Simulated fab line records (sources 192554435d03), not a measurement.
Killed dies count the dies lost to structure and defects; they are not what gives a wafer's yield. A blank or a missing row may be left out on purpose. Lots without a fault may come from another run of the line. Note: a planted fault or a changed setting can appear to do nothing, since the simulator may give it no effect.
Which tool is to blame? -- flow n5Finfet -- Sampling: 11 lots, 33 wafers, 4 of 1938 route steps

WHAT THE GAUGES READ, wafer by wafer
No reading from a measuring or inspecting step in the record can be judged against a usual standard deviation.

EACH LOT AND THE TOOL THAT RAN IT (in order: tool; ch and the chambers of the sampled wafers; start)
lot,N5_WELL_APT_PEB_06,N5_PMOS_HMC_CHANNEL_EPI_HM_OPEN_15,N5_PMOS_HMC_CHANNEL_EPI_ETCH_38,N5_PMOS_HMC_CHANNEL_EPI_CMP_21
L288,"lithoTrack-01 ch 0, day 1 13:35","rieDiel-06 ch 0,3, day 1 17:17","rieSi-06 ch 0,3, day 1 17:38","cmp-04 ch 1,2, day 1 19:10"
L289,"lithoTrack-01 ch 0, day 1 19:36","rieDiel-01 ch 1,2,3, day 1 23:41","rieSi-06 ch 0,1, day 2 00:03","cmp-01 ch 0,3, day 2 01:58"
L290,"lithoTrack-04 ch 0, day 2 01:38","rieDiel-06 ch 1,3, day 2 05:22","rieSi-04 ch 0,2, day 2 05:43","cmp-04 ch 0,2,3, day 2 07:19"
L291,"lithoTrack-01 ch 0, day 2 08:08","rieDiel-01 ch 0,1,3, day 2 11:52","rieSi-01 ch 0,3, day 2 12:14","cmp-03 ch 0,1,2, day 2 13:46"
L292,"lithoTrack-03 ch 0, day 2 13:28","rieDiel-06 ch 2,3, day 2 17:17","rieSi-06 ch 0,1,2, day 2 17:39","cmp-04 ch 0,1,3, day 2 19:11"
L298,"lithoTrack-03 ch 0, day 4 01:35","rieDiel-03 ch 1,2, day 4 05:05","rieSi-06 ch 0,1, day 4 05:27","cmp-04 ch 0,3, day 4 06:59"
L299,"lithoTrack-01 ch 0, day 4 07:41","rieDiel-03 ch 2,3, day 4 12:08","rieSi-04 ch 1,2,3, day 4 12:30","cmp-03 ch 0,2,3, day 4 14:38"
L303,"lithoTrack-04 ch 0, day 5 07:27","rieDiel-06 ch 0,1,2, day 5 11:26","rieSi-04 ch 1,2,3, day 5 11:47","cmp-03 ch 0,2,3, day 5 13:19"
L304,"lithoTrack-03 ch 0, day 5 13:34","rieDiel-06 ch 1,2, day 5 17:09","rieSi-06 ch 2,3, day 5 17:31","cmp-03 ch 0,2, day 5 19:29"
L308,"lithoTrack-04 ch 0, day 6 13:44","rieDiel-06 ch 0,2,3, day 6 17:47","rieSi-06 ch 0,2,3, day 6 18:08","cmp-04 ch 0,1,2, day 6 19:40"
L310,"lithoTrack-04 ch 0, day 7 01:29","rieDiel-03 ch 0,2, day 7 05:10","rieSi-04 ch 0,1,2, day 7 05:33","cmp-04 ch 0,1,2, day 7 07:07"
- N5_WELL_APT_PEB_06: peb time 90 s.
- N5_PMOS_HMC_CHANNEL_EPI_HM_OPEN_15: chemistry CHF3/O2, target SiO2, target depth 40.6 nm, time 20.3 s.
- N5_PMOS_HMC_CHANNEL_EPI_ETCH_38: etches SiO2 in CF4, target depth 1.5 nm.
- N5_PMOS_HMC_CHANNEL_EPI_CMP_21: polishes SiGe30, target thk 54 nm.

AS READ BY THE TOOLS THEMSELVES (means over the sampled wafers that have a number; for cases with no such wafer, the mark the record gives instead)
N5_WELL_APT_PEB_06.
lot,tool,heaterPowerTotalW (W)
L288,lithoTrack-01,172.9
L289,lithoTrack-01,172.5
L290,lithoTrack-04,172.2
L291,lithoTrack-01,171.9
L292,lithoTrack-03,172.3
L298,lithoTrack-03,172.3
L299,lithoTrack-01,176.7
L303,lithoTrack-04,172.8
L304,lithoTrack-03,172.3
L308,lithoTrack-04,172.9
L310,lithoTrack-04,172.7

N5_PMOS_HMC_CHANNEL_EPI_HM_OPEN_15.
lot,tool,drypumpMotorCurrentA (A),mfcArSccm (sccm),oesProductAu (a.u.),rfVppV (V),showerheadPlenumPTorr (Torr),throttleValvePct (%)
L288,rieDiel-06,6.1,200.7,0.82,500,2.28,18.6
L289,rieDiel-01,5.4,199.5,0.77,523,2.48,19.2
L290,rieDiel-06,6.3,200.0,0.70,513,2.27,19.0
L291,rieDiel-01,5.5,199.2,0.76,515,2.45,19.2
L292,rieDiel-06,5.7,199.6,0.76,518,2.35,19.1
L298,rieDiel-03,6.4,199.7,0.71,548,2.44,19.1
L299,rieDiel-03,6.1,199.6,0.75,548,2.45,18.9
L303,rieDiel-06,6.2,200.3,0.80,520,2.42,19.0
L304,rieDiel-06,6.2,200.3,0.85,529,2.51,19.0
L308,rieDiel-06,6.0,200.5,0.76,510,2.31,18.9
L310,rieDiel-03,5.9,200.2,0.74,545,2.50,19.2

N5_PMOS_HMC_CHANNEL_EPI_ETCH_38.
lot,tool,drypumpMotorCurrentA (A),oesProductAu (a.u.),throttleValvePct (%)
L288,rieSi-06,6.0,0.973,21.57
L289,rieSi-06,6.1,0.960,21.54
L290,rieSi-04,5.8,1.002,22.17
L291,rieSi-01,5.5,0.972,21.93
L292,rieSi-06,5.8,0.982,21.75
L298,rieSi-06,6.0,0.968,21.54
L299,rieSi-04,5.9,0.970,22.08
L303,rieSi-04,5.9,0.978,22.08
L304,rieSi-06,5.9,1.026,21.97
L308,rieSi-06,5.8,0.985,21.76
L310,rieSi-04,5.8,0.980,22.08

N5_PMOS_HMC_CHANNEL_EPI_CMP_21.
lot,tool,motorCurrentA (A),padLifeWafers
L288,cmp-04,11.9,1896
L289,cmp-01,13.5,252
L290,cmp-04,12.0,1988
L291,cmp-03,13.6,625
L292,cmp-04,12.2,7
L298,cmp-04,12.4,288
L299,cmp-03,13.1,1040
L303,cmp-03,13.2,1255
L304,cmp-03,13.6,1310
L308,cmp-04,11.4,728
L310,cmp-04,12.2,836

THE ANSWER, worked out from the rows above alone
Rule: the usual values come from the lots themselves. The widest of any qualifying gaps counts: lots, ordered by their means at a reading, are off when they make up no more than a third of the lots, leave a main group of 4 or more, and stand apart from it by 3 or more times the standard deviation of that group's means. A main group is skipped when, at the precision printed for the reading in the tables above, its means are all equal. A lot without any number at a reading at which 4 lots or more have one is off too. Any other lot the step has rows for is counted as sound. First the gauges in route order, then the tools' own readings, where a lot's mean is used as printed above. The first step at which some lot is off is used, and at that step the reading that is off furthest; a lot without a number counts as furthest.
Off: L299 (N5_WELL_APT_PEB_06, heaterPowerTotalW). Main group: mean 172.5 W, sd 0.32.
If a tool, at that step or one of the process steps before it, ran each lot that is off and ran no sound lot following the first of them, it fits. One fits: N5_WELL_APT_PEB_06 on lithoTrack-01. Its last sound lot is L291 (day 2 08:08), its first lot that is off L299 (day 4 07:41): a fault that began between those two fits.
The tool's own readings at N5_WELL_APT_PEB_06 bear it out: on the lots that are off they differ by more than 5 times the standard deviation of the sound lots' means. heaterPowerTotalW reads 176.7 W there against 172.5 W on the sound lots.

WHAT THE SIMULATOR PUT IN
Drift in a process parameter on lithoTrack-01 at N5_WELL_APT_PEB_06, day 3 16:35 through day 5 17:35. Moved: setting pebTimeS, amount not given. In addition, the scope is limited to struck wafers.
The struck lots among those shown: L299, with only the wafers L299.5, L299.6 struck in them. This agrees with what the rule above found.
